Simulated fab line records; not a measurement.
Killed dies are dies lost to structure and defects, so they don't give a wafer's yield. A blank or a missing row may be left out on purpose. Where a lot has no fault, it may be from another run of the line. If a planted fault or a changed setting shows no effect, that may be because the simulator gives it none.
Code-filled problem report in 8D (eight disciplines) form :: flow n5-finfet :: the parts of the form that need people (team, actions taken, sign-off) are left out

1. THE PROBLEM
etch-rf-on-time-s at N5_BEOL_M7_ETCH_65 reads a mean of 17.6 s on 2 wafers of 2 lots; wafers without a fault read 25.9 s with a standard deviation of 0.49. That is -17 standard deviations from the usual mean.
The step: etches SiARC in CF4, target depth 15.6 nm, time 26 s.
First observed at day 13 17:35: wafer L486.6, on rie-diel-02. The record has a number at this step for 27 wafers belonging to 9 lots. By rule, "out" or "out of limits" means more than 4 standard deviations away from the usual mean. The rest of the wafers with a number are treated as sound.

2. WHAT THIS IS AND IS NOT
question: which readings at this step
is: etch-rf-on-time-s
is not: drypump-motor-current-A, rf-vpp-V, showerhead-plenum-p-Torr, throttle-valve-pct

question: which lots
is: L486, L487
is not: L472, L476, L478, L479, L490, L491, L492

question: which wafers of those lots
is: L486.6, L487.1
is not: L486.2, L486.5, L487.2, L487.4

question: read on which tools
is: rie-diel-02
is not: rie-diel-03, rie-diel-04

question: when
is: from day 13 17:35
is not: up to then (14 sound wafers); but 11 sound wafers of L487, L490, L491, L492 came after

3. THE SUSPECTS, EACH WITH WHAT RULES IT OUT
Counting: if a tool at a process step up to the reading ran every lot that is out, it stays a suspect. Sound lots after the first of them don't rule it out here, since some wafers of a struck lot are sound.
- rie-diel-02 at N5_BEOL_M7_ETCH_65 (etches SiARC in CF4, target depth 15.6 nm, time 26 s): kept. Every lot that is out went through it, the first being L486 (day 13 17:35); the last sound lot it ran before that was L479 (day 11 10:28). On those wafers its own readings are out: etch-rf-on-time-s.
Remaining after the count: rie-diel-02 at N5_BEOL_M7_ETCH_65.

4. THE CAUSE (what the simulator had put in)
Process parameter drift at N5_BEOL_M7_ETCH_65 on rie-diel-02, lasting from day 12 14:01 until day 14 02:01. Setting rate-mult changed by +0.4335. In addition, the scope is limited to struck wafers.
The count eliminated every tool but this one.

5. THE CHAIN OF EFFECTS, in route order
One row per reading whose mean, taken over the struck wafers that have a number, lies over 3 standard deviations from the usual. Only readings for which the record gives a usual standard deviation are gone through. hours: the time from each lot's start at the first step in this table that gives one to its start at this step, as a median over the lots. sigmas: the change in usual standard deviations.
hours: 0
step: N5_BEOL_M7_ETCH_65
reading: etch-rf-on-time-s
usual: 25.9 s
on struck wafers: 17.6
change: -8.3
sigmas: -17
Process steps it contains:
- N5_BEOL_M7_ETCH_65: etches SiARC in CF4, target depth 15.6 nm, time 26 s.

6. HOW IT WOULD HAVE BEEN CAUGHT EARLIER
First out-of-limits reading in this record: day 13 17:35, which is 28 hours after fault onset at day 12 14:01.
